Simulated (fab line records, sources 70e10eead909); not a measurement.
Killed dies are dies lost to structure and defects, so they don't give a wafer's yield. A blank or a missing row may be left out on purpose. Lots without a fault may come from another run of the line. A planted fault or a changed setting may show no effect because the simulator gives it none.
fab line records | flow nand_harc
record lots=24 wafers=72 last_day=33
route steps=1302 shown P_GATE@132 P_M1@305 P_M2@350 A_ZERO_WELL@403
lots that met no fault: from a run of the same line without faults
start_h: hours from the record's first day to the start of the lot's first wafer shown | wait_h: hours since the lot's step before | " the same as in the row above | L1.1+2: a row that stands for several wafers | - no value, or no start given | * or withheld: withheld | < > ~ a bound
route shown NAME@n: a module of which the file shows steps, and the number in the route of the first | usual: mean/standard deviation of fault-free wafers | same: alike in all rows | chamber/n: place in a boat | sites: the reading at each site | _std_site: their standard deviation | _edge_site: outer sites' mean less inner sites' | radius_mm: how far each site lies from the wafer's centre | mask NAME#n: copy n | behind: the tool/chamber that last shaped the wafer | hold: why the lot was held/for how many hours/how that ended | device: the transistor (n, p or np) that didn't switch | end of line: the same wafers' tests at the end of the route | a step without rows: its recipe alone | killed: dies lost to structure and defects at the first sort, not the wafer's yield | map: a wafer's dies, x killed, . not, _ none there
set.NAME: the setting as run; set.NAME@STEP: as run at that earlier step | model.NAME: the simulator's own value behind a step, which no gauge read
steps of the route over a sample of lots; a table a step, a row a wafer
services: from which hour (start_h, from the record's first day; less than 0 if before it) a tool's chamber was out of use, for how many hours, and why
## steps
# step NHARC_P_GATE_DEP_103
# recipe target_thk_a=300 target_thk_nm=30 temp_c=400 flow_sccm=200 rf_w=350 material=SiON
# usual heater_power_w=716/67
# columns lot.wafer tool chamber start_h wait_h heater_power_w
L074.3 pecvd-03 0 96.31 0.3 706
L074.1 " 2 " " 739
L074.5 " 1 " " 668
L075.1 pecvd-03 0 103.08 0.6 768
L075.5 " 2 " " 797
L075.4 " 1 " " 685
L076.2 pecvd-03 2 113.77 0.5 800
L076.6 " 0 " " 753
L076.4 " 1 " " 605
L077.4 pecvd-02 2 124.84 0.3 703
L077.5 " 0 " " 859
L077.6 " 1 " " 657
L078.1 pecvd-03 0 136.27 0.6 666
L078.3 " 1 " " 573
L078.6 " 2 " " 768
L079.3 pecvd-03 2 143.02 0.3 771
L079.6 " 2 " " 757
L079.5 " 0 " " 634
L080.2 pecvd-01 2 155.28 0.5 625
L080.3 " 0 " " 782
L080.1 " 1 " " 775
L081.2 pecvd-01 1 171.70 0.6 756
L081.4 " 2 " " 617
L081.5 " 1 " " 760
L082.2 pecvd-01 0 176.96 0.4 692
L082.6 " 0 " " 684
L082.5 " 2 " " 612
L083.2 pecvd-02 0 200.07 0.5 787
L083.1 " 1 " " 672
L083.5 " 0 " " 774
L084.3 pecvd-03 2 206.13 0.4 820
L084.4 " 2 " " 659
L084.5 " 0 " " 763
L085.2 pecvd-02 2 206.25 0.4 760
L085.3 " 0 " " 704
L085.1 " 1 " " 654
L086.3 pecvd-02 0 214.17 0.4 762
L086.1 " 1 " " 656
L086.4 " 2 " " 731
L088.1 pecvd-01 0 239.17 0.6 799
L088.5 " 0 " " 793
L088.4 " 2 " " 618
L087.2 pecvd-01 2 239.37 0.6 636
L087.3 " 0 " " 692
L087.5 " 0 " " 680
L089.2 pecvd-02 2 243.32 0.5 708
L089.4 " 0 " " 795
L089.5 " 0 " " 802
L090.4 pecvd-03 1 259.93 0.3 666
L090.6 " 2 " " 803
L090.5 " 0 " " 749
L091.2 pecvd-03 1 261.15 0.5 682
L091.4 " 2 " " 812
L091.5 " 1 " " 691
L092.3 pecvd-03 2 273.64 0.3 789
L092.1 " 0 " " 693
L092.2 " 1 " " 712
L093.3 pecvd-01 0 284.20 0.3 813
L093.4 " 0 " " 799
L093.6 " 2 " " 700
L094.2 pecvd-03 2 298.35 0.4 810
L094.6 " 2 " " 818
L094.5 " 0 " " 718
L095.2 pecvd-01 1 309.87 0.5 748
L095.4 " 1 " " 724
L095.5 " 0 " " 660
L096.3 pecvd-03 1 315.71 0.4 653
L096.1 " 0 " " 678
L096.4 " 2 " " 679
L097.2 pecvd-02 1 322.89 0.5 674
L097.6 " 1 " " 675
L097.4 " 2 " " 666
# step NHARC_P_GATE_STRIP_112
# recipe power_w=1500 temp_c=110 time_s=200 chemistry=N2/H2
# usual drypump_motor_current_A=5.6/0.3 heater_power_w=93/9.9
# columns lot.wafer tool chamber start_h wait_h drypump_motor_current_A heater_power_w rf_hours_counter_h
L074.1 plasma_asher-02 1 111.66 0.2 6.1 92 5
L074.3 " 1 " " 6.1 92 -
L074.5 " 1 " " 6.1 90 -
L075.1 plasma_asher-02 1 118.08 0.3 6.1 90 6
L075.4 " 1 " " 6.1 91 -
L075.5 " 0 " " 5.3 109 -
L076.2 plasma_asher-02 1 130.88 0.2 6.2 93 8
L076.4 " 0 " " 5.3 114 -
L076.6 " 0 " " 5.4 111 -
L077.4 plasma_asher-01 1 139.48 0.2 5.7 84 -
L077.6 " 1 " " 5.7 85 -
L077.5 " 0 " " 5.4 88 -
L078.1 plasma_asher-01 1 151.15 0.2 5.7 84 32
L078.3 " 1 " " 5.7 85 -
L078.6 " 1 " " 5.7 85 -
L079.3 plasma_asher-01 1 158.35 0.2 5.7 83 -
L079.6 " 1 " " 5.7 88 -
L079.5 " 0 " " 5.3 87 -
L080.1 plasma_asher-02 1 170.10 0.2 6.1 94 18
L080.2 " 0 " " 5.4 112 18
L080.3 " 0 " " 5.4 113 -
L081.2 plasma_asher-01 1 186.56 0.2 5.7 88 2
L081.4 " 0 " " 5.4 84 -
L081.5 " 0 " " 5.4 82 -
L082.2 plasma_asher-01 1 191.79 0.2 5.7 89 3
L082.5 " 0 " " 5.4 83 -
L082.6 " 1 " " 5.7 90 -
L083.1 plasma_asher-02 1 214.93 0.2 6.1 88 27
L083.2 " 0 " " 5.3 111 27
L083.5 " 0 " " 5.3 110 -
L085.1 plasma_asher-01 0 221.25 0.2 5.4 84 8
L085.2 " 1 " " 5.6 90 8
L085.3 " 0 " " 5.4 86 -
L084.3 plasma_asher-02 0 223.32 0.2 5.3 111 -
L084.4 " 1 " " 6.2 94 -
L084.5 " 0 " " 5.3 113 -
L086.1 plasma_asher-01 0 229.02 0.2 5.4 84 10
L086.4 " 1 " " 5.7 90 -
L086.3 " 0 " " 5.4 84 -
L088.1 plasma_asher-01 1 254.06 0.2 5.7 87 15
L088.4 " 0 " " 5.4 85 -
L088.5 " 0 " " 5.4 82 -
L087.2 plasma_asher-01 1 254.48 0.2 5.7 90 15
L087.3 " 0 " " 5.4 84 -
L087.5 " 1 " " 5.7 89 -
L089.2 plasma_asher-01 1 259.27 0.2 5.7 88 18
L089.4 " 1 " " 5.7 88 -
L089.5 " 0 " " 5.4 82 -
L090.4 plasma_asher-01 0 275.26 0.5 5.4 86 -
L090.5 " 0 " " 5.4 85 -
L090.6 " 1 " " 5.7 90 -
L091.2 plasma_asher-02 0 276.01 0.2 5.3 113 1
L091.4 " 0 " " 5.3 112 -
L091.5 " 1 " " 6.1 96 -
L092.2 plasma_asher-02 0 288.77 0.3 5.3 111 5
L092.1 " 1 " " 6.1 94 5
L092.3 " 0 " " 5.3 110 -
L093.3 plasma_asher-01 1 299.36 0.2 5.7 88 -
L093.4 " 0 " " 5.4 86 -
L093.6 " 1 " " 5.7 88 -
L094.2 plasma_asher-02 0 313.29 0.2 5.3 109 9
L094.5 " 1 " " 6.1 94 -
L094.6 " 0 " " 5.4 109 -
L095.2 plasma_asher-01 0 324.55 0.2 5.4 82 32
L095.4 " 1 " " 5.6 88 -
L095.5 " 0 " " 5.4 84 -
L096.1 plasma_asher-01 1 330.40 0.2 5.7 88 33
L096.3 " 1 " " 5.7 87 -
L096.4 " 0 " " 5.4 83 -
L097.2 plasma_asher-02 1 337.67 0.2 6.1 94 14
L097.4 " 0 " " 5.3 110 -
L097.6 " 1 " " 6.1 92 -
# step NHARC_P_M1_DEGAS_29
# recipe temp_c=250 time_s=60
# usual heater_power_w=345/26
# columns lot.wafer tool chamber start_h wait_h heater_power_w
L074.3 pvd_sputter-03 - 127.39 - 324
L074.1 " - " " 342
L074.5 " - " " 351
L075.1 pvd_sputter-02 - 133.27 - 299
L075.4 " - " " 382
L075.5 " - " " 363
L076.4 pvd_sputter-03 - 146.89 - 364
L076.2 " - " " 344
L076.6 " - " " 349
L077.4 pvd_sputter-01 - 154.85 - 363
L077.5 " - " " 360
L077.6 " - " " 312
L078.3 pvd_sputter-03 - 166.48 - 333
L078.1 " - " " 354
L078.6 " - " " 339
L079.3 pvd_sputter-02 - 173.86 - 307
L079.6 " - " " 302
L079.5 " - " " 381
L080.3 pvd_sputter-01 - 185.83 - 329
L080.1 " - " " 375
L080.2 " - " " 311
L081.2 pvd_sputter-02 - 201.89 - 293
L081.4 " - " " 316
L081.5 " - " " 372
L082.2 pvd_sputter-01 - 207.60 - 315
L082.6 " - " " 378
L082.5 " - " " 313
L083.1 pvd_sputter-03 - 230.05 - 323
L083.2 " - " " 369
L083.5 " - " " 320
L085.3 pvd_sputter-01 - 236.47 - 365
L085.1 " - " " 317
L085.2 " - " " 345
L084.4 pvd_sputter-03 - 238.39 - 364
L084.3 " - " " 364
L084.5 " - " " 360
L086.3 pvd_sputter-02 - 244.54 - 302
L086.4 " - " " 313
L086.1 " - " " 354
L088.4 pvd_sputter-01 - 269.30 - 339
L088.1 " - " " 373
L088.5 " - " " 339
L087.3 pvd_sputter-01 - 270.78 - 316
L087.2 " - " " 348
L087.5 " - " " 369
L089.2 pvd_sputter-01 - 274.80 - 342
L089.4 " - " " 341
L089.5 " - " " 341
L090.4 pvd_sputter-01 - 290.28 - 349
L090.6 " - " " 343
L090.5 " - " " 384
L091.4 pvd_sputter-02 - 292.35 - 321
L091.2 " - " " 326
L091.5 " - " " 313
L092.2 pvd_sputter-02 - 304.09 - 372
L092.1 " - " " 329
L092.3 " - " " 316
L093.4 pvd_sputter-01 - 314.67 - 340
L093.3 " - " " 323
L093.6 " - " " 383
L094.2 pvd_sputter-03 - 328.30 - 327
L094.6 " - " " 314
L094.5 " - " " 354
L095.2 pvd_sputter-02 - 339.94 - 324
L095.4 " - " " 380
L095.5 " - " " 393
L096.3 pvd_sputter-02 - 345.74 - 385
L096.1 " - " " 327
L096.4 " - " " 314
L097.4 pvd_sputter-02 - 353.36 - 317
L097.2 " - " " 376
L097.6 " - " " 381
# step NHARC_P_M1_INSPECT_27
# usual raw_defect_count=296/93
# columns lot.wafer tool chamber start_h wait_h raw_defect_count
L074.1 defect_inspect-02 - 128.95 0.0 403
L074.3 " - " " 310
L074.5 " - " " 495
L075.1 defect_inspect-01 - 134.83 0.0 282
L075.4 " - " " 407
L075.5 " - " " 250
L076.2 defect_inspect-02 - 148.45 0.0 376
L076.4 " - " " 281
L076.6 " - " " 403
L077.4 defect_inspect-01 - 156.42 0.0 238
L077.5 " - " " 189
L077.6 " - " " 358
L078.1 defect_inspect-01 - 168.04 0.0 200
L078.3 " - " " 212
L078.6 " - " " 211
L079.3 defect_inspect-01 - 175.41 0.0 402
L079.5 " - " " 303
L079.6 " - " " 317
L080.1 defect_inspect-02 - 187.40 0.0 200
L080.2 " - " " 190
L080.3 " - " " 167
L081.2 defect_inspect-01 - 203.43 0.0 360
L081.4 " - " " 199
L081.5 " - " " 262
L082.2 defect_inspect-01 - 209.19 0.0 499
L082.5 " - " " 402
L082.6 " - " " 324
L083.1 defect_inspect-01 - 231.61 0.0 464
L083.2 " - " " 418
L083.5 " - " " 330
L085.1 defect_inspect-01 - 238.01 0.0 151
L085.2 " - " " 367
L085.3 " - " " 256
L084.3 defect_inspect-02 - 239.96 0.1 219
L084.4 " - " " 278
L084.5 " - " " 190
L086.1 defect_inspect-02 - 246.09 0.0 200
L086.3 " - " " 215
L086.4 " - " " 303
L088.1 defect_inspect-01 - 270.86 0.0 290
L088.4 " - " " 321
L088.5 " - " " 422
L087.2 defect_inspect-02 - 272.35 0.0 363
L087.3 " - " " 155
L087.5 " - " " 304
L089.2 defect_inspect-01 - 276.38 0.0 233
L089.4 " - " " 409
L089.5 " - " " 222
L090.4 defect_inspect-01 - 291.87 0.0 340
L090.5 " - " " 252
L090.6 " - " " 253
L091.2 defect_inspect-01 - 293.91 0.0 313
L091.4 " - " " 646
L091.5 " - " " 280
L092.1 defect_inspect-01 - 305.65 0.0 355
L092.2 " - " " 298
L092.3 " - " " 398
L093.3 defect_inspect-01 - 316.26 0.0 191
L093.4 " - " " 254
L093.6 " - " " 267
L094.2 defect_inspect-01 - 329.84 0.0 207
L094.5 " - " " 257
L094.6 " - " " 208
L095.2 defect_inspect-01 - 341.47 0.0 264
L095.4 " - " " 508
L095.5 " - " " 367
L096.1 defect_inspect-01 - 347.29 0.0 342
L096.3 " - " " 244
L096.4 " - " " 282
L097.2 defect_inspect-01 - 354.98 0.0 274
L097.4 " - " " 413
L097.6 " - " " 176
# step NHARC_P_M2_DEP_33
# recipe target_thk_a=300 temp_c=370 target_thk_nm=30 pressure_torr=3 flow_sccm=200 rf_w=450 material=SiCN
# usual heater_power_w=567/55
# columns lot.wafer tool chamber start_h wait_h heater_power_w
L074.3 pecvd-02 1 133.20 0.1 479
L074.1 " 2 " " 620
L074.5 " 0 " " 614
L075.1 pecvd-04 2 139.08 0.1 608
L075.4 " 0 " " 606
L075.5 " 1 " " 512
L076.2 pecvd-01 0 152.78 0.1 571
L076.4 " 0 " " 572
L076.6 " 1 " " 580
L077.4 pecvd-04 2 161.04 0.2 574
L077.6 " 1 " " 553
L077.5 " 2 " " 602
L078.1 pecvd-01 2 172.34 0.1 533
L078.3 " 1 " " 602
L078.6 " 0 " " 619
L079.3 pecvd-02 2 179.80 0.1 599
L079.6 " 0 " " 606
L079.5 " 1 " " 459
L080.3 pecvd-04 0 191.69 0.1 631
L080.1 " 1 " " 531
L080.2 " 2 " " 608
L081.2 pecvd-02 2 207.73 0.1 618
L081.4 " 0 " " 595
L081.5 " 1 " " 536
L082.2 pecvd-02 0 213.49 0.1 676
L082.5 " 0 " " 655
L082.6 " 1 " " 499
L083.2 pecvd-04 1 235.99 0.1 511
L083.1 " 2 " " 651
L083.5 " 2 " " 533
L085.1 pecvd-01 0 242.20 0.1 584
L085.2 " 2 " " 538
L085.3 " 0 " " 588
L084.3 pecvd-01 2 244.39 0.2 547
L084.4 " 0 " " 519
L084.5 " 2 " " 545
L086.3 pecvd-01 2 250.38 0.1 494
L086.1 " 1 " " 546
L086.4 " 2 " " 497
L088.1 pecvd-01 1 275.80 0.1 599
L088.5 " 0 " " 539
L088.4 " 1 " " 602
L087.3 pecvd-01 2 276.81 0.1 562
L087.2 " 0 " " 594
L087.5 " 1 " " 560
L089.2 pecvd-01 1 280.62 0.1 614
L089.4 " 2 " " 523
L089.5 " 0 " " 579
L090.6 pecvd-04 2 296.30 0.2 685
L090.5 " 0 " " 686
L090.4 " 1 " " 560
L091.2 pecvd-02 1 298.19 0.1 509
L091.4 " 1 " " 514
L091.5 " 0 " " 608
L092.1 pecvd-02 2 309.94 0.1 582
L092.2 " 0 " " 635
L092.3 " 1 " " 438
L093.3 pecvd-02 2 320.76 0.1 512
L093.6 " 0 " " 668
L093.4 " 2 " " 518
L094.2 pecvd-04 1 334.19 0.1 554
L094.5 " 0 " " 662
L094.6 " 1 " " 550
L095.2 pecvd-04 0 345.78 0.1 610
L095.5 " 0 " " 641
L095.4 " 2 " " 591
L096.3 pecvd-01 0 351.44 0.1 603
L096.1 " 1 " " 576
L096.4 " 2 " " 556
L097.2 pecvd-01 2 359.19 0.1 484
L097.4 " 1 " " 532
L097.6 " 0 " " 573
# step NHARC_A_ZERO_WELL_DESCUM_12
# recipe time_s=3 o2_flow_sccm=200 ar_flow_sccm=0 bias_power_w=0 chemistry=O2
# usual drypump_motor_current_A=5.6/0.52 mfc_ar_sccm=0.007/0.014 oes_product_au=1.002/0.0084 rf_vpp_V=57.9/0.87 showerhead_plenum_p_Torr=1.93/0.091 throttle_valve_pct=11.311/0.0093
# columns lot.wafer tool chamber start_h wait_h drypump_motor_current_A mfc_ar_sccm oes_product_au rf_hours_counter_h rf_vpp_V showerhead_plenum_p_Torr throttle_valve_pct
L074.3 rie_diel-03 0 138.96 - 5.0 0 0.997 4 57.7 1.85 11.304
L074.1 " 2 " " 5.5 0 0.996 3 57.8 1.97 11.303
L074.5 " 0 " " 4.9 0 1.000 - 58.2 1.85 11.318
L075.4 rie_diel-05 1 144.86 - 6.1 0.035 1.003 2 58.2 1.88 11.322
L075.1 " 0 " " 5.0 0 0.989 1 58.8 1.95 11.299
L075.5 " 1 " " 6.1 0.035 0.996 - 56.5 1.88 11.318
L076.2 rie_diel-03 3 158.53 - 5.4 0 0.984 8 59.3 2.04 11.310
L076.4 " 0 " " 4.9 0 0.993 8 56.8 1.85 11.308
L076.6 " 3 " " 5.4 0 0.990 - 58.5 2.04 11.313
L077.4 rie_diel-05 1 166.87 - 6.2 0.035 1.009 2 57.9 1.88 11.303
L077.5 " 3 " " 6.2 0 1.009 - 58.6 2.06 11.314
L077.6 " 0 " " 5.0 0 0.998 - 58.2 1.95 11.305
L078.3 rie_diel-05 0 178.10 - 5.0 0 1.015 2 59.2 1.95 11.311
L078.1 " 2 " " 5.2 0 1.021 3 58.5 1.82 11.304
L078.6 " 1 " " 6.1 0.035 1.018 - 56.4 1.88 11.320
L079.3 rie_diel-05 0 185.46 - 4.9 0 1.008 2 58.6 1.95 11.318
L079.6 " 3 " " 6.2 0 1.012 - 58.0 2.06 11.302
L079.5 " 0 " " 5.0 0 1.013 - 58.2 1.95 11.317
L080.3 rie_diel-05 2 197.55 - 5.2 0 1.008 4 57.8 1.82 11.304
L080.2 " 0 " " 5.0 0 1.001 3 58.3 1.95 11.319
L080.1 " 1 " " 6.1 0.035 1.019 3 57.2 1.88 11.308
L081.4 rie_diel-05 1 213.37 - 6.1 0.035 1.012 4 58.2 1.88 11.293
L081.2 " 3 " " 6.2 0 0.998 4 59.1 2.06 11.319
L081.5 " 0 " " 5.0 0 0.997 - 58.2 1.95 11.302
L082.2 rie_diel-05 3 219.24 - 6.2 0 1.007 4 59.0 2.06 11.297
L082.5 " 3 " " 6.2 0 1.001 - 58.3 2.06 11.314
L082.6 " 0 " " 5.0 0 0.985 - 57.7 1.95 11.316
L083.2 rie_diel-05 2 241.57 - 5.3 0 1.001 0 56.3 1.82 11.315
L083.1 " 3 " " 6.2 0 1.005 0 58.1 2.06 11.299
L083.5 " 1 " " 6.1 0.035 1.007 - 57.8 1.88 11.318
L085.1 rie_diel-05 1 248.55 - 6.1 0.035 1.005 0 56.9 1.88 11.326
L085.3 " 2 " " 5.3 0 1.000 0 56.3 1.82 11.315
L085.2 " 3 " " 6.2 0 0.998 0 57.4 2.06 11.301
L084.3 rie_diel-05 2 250.40 - 5.3 0 0.992 0 58.8 1.82 11.301
L084.4 " 3 " " 6.2 0 0.991 0 57.3 2.06 11.318
L084.5 " 2 " " 5.3 0 0.995 - 55.7 1.82 11.323
L086.3 rie_diel-05 1 256.23 - 6.1 0.035 1.013 0 57.2 1.88 11.315
L086.1 " 3 " " 6.2 0 1.009 0 57.4 2.06 11.293
L086.4 " 0 " " 5.0 0 1.009 0 58.7 1.95 11.319
L088.1 rie_diel-05 3 281.72 - 6.2 0 0.997 1 58.9 2.06 11.300
L088.4 " 1 " " 6.2 0.035 1.002 1 58.5 1.88 11.308
L088.5 " 2 " " 5.3 0 0.992 - 59.0 1.82 11.326
L087.3 rie_diel-06 2 282.65 - 4.8 0 1.002 48 57.9 1.78 11.309
L087.2 " 3 " " 5.0 0.026 1.017 43 57.4 1.80 11.319
L087.5 " 1 " " 5.1 0 0.986 - 57.5 2.06 11.309
L089.2 rie_diel-05 1 286.40 - 6.1 0.035 1.003 2 56.9 1.87 11.323
L089.4 " 2 " " 5.3 0 1.008 2 57.3 1.82 11.319
L089.5 " 1 " " 6.1 0.035 1.000 - 58.0 1.88 11.302
L090.4 rie_diel-05 3 302.03 - 6.2 0 1.000 1 59.3 2.06 11.321
L090.5 " 2 " " 5.2 0 0.991 - 56.8 1.82 11.329
L090.6 " 3 " " 6.2 0 1.004 - 58.8 2.06 11.316
L091.2 rie_diel-03 2 303.95 - 5.5 0 1.008 3 58.0 1.96 11.308
L091.4 " 3 " " 5.4 0 0.989 3 56.6 2.03 11.324
L091.5 " 0 " " 4.9 0 1.001 - 57.4 1.84 11.308
L092.1 rie_diel-05 3 315.71 - 6.2 0 1.006 2 58.2 2.06 11.308
L092.2 " 0 " " 5.0 0 1.006 2 58.0 1.95 11.298
L092.3 " 1 " " 6.1 0.035 1.011 2 57.0 1.88 11.313
L093.4 rie_diel-05 3 326.59 - 6.2 0 1.001 2 56.7 2.06 11.306
L093.3 " 2 " " 5.2 0 1.006 2 57.1 1.82 11.318
L093.6 " 0 " " 5.0 0 1.007 - 58.9 1.95 11.301
L094.2 rie_diel-05 3 340.48 - 6.2 0 0.989 2 59.8 2.06 11.327
L094.6 " 2 " " 5.3 0 0.996 - 57.7 1.82 11.305
L094.5 " 3 " " 6.2 0 0.997 - 59.9 2.06 11.295
L095.2 rie_diel-03 2 351.88 - 5.4 0 1.005 11 58.1 1.96 11.326
L095.4 " 0 " " 5.0 0 1.000 11 56.6 1.84 11.309
L095.5 " 2 " " 5.5 0 0.990 - 56.7 1.96 11.303
L096.3 rie_diel-05 0 357.38 - 5.0 0 1.013 3 59.8 1.95 11.323
L096.4 " 1 " " 6.1 0.035 0.997 3 57.8 1.87 11.299
L096.1 " 2 " " 5.3 0 0.998 3 57.3 1.82 11.299
L097.2 rie_diel-05 1 365.30 - 6.1 0.035 0.998 3 57.7 1.87 11.316
L097.4 " 2 " " 5.2 0 0.992 3 58.0 1.82 11.325
L097.6 " 1 " " 6.2 0.035 0.992 - 57.7 1.88 11.316
## services
# columns tool chamber start_h hours kind
pecvd-01 - 95.62 2.9 repair
plasma_asher-01 - 98.68 0.5 repair
pvd_sputter-02 - 104.06 10.0 pm
pvd_sputter-01 - 109.04 3.9 repair
pecvd-01 - 130.18 13.0 pm
plasma_asher-01 - 165.00 9.0 pm
pecvd-03 - 185.00 13.0 pm
rie_diel-05 1 207.70 2.5 repair
pecvd-02 - 227.10 13.0 pm
rie_diel-05 - 229.69 9.0 pm
rie_diel-05 - 239.11 1.2 repair
pecvd-01 1 241.27 3.2 repair
plasma_asher-02 - 249.00 9.0 pm
pecvd-02 0 254.51 4.5 repair
pecvd-03 - 256.79 0.4 repair
pecvd-02 2 262.71 12.6 repair
plasma_asher-02 - 264.36 11.6 repair
rie_diel-05 3 275.40 5.8 repair
pecvd-01 - 311.18 13.0 pm
plasma_asher-01 - 322.51 0.5 repair
plasma_asher-01 - 338.23 1.5 repair
plasma_asher-01 - 342.00 9.0 pm
pecvd-02 - 343.00 5.2 repair
pecvd-01 - 364.24 3.4 repair
## key
fault none
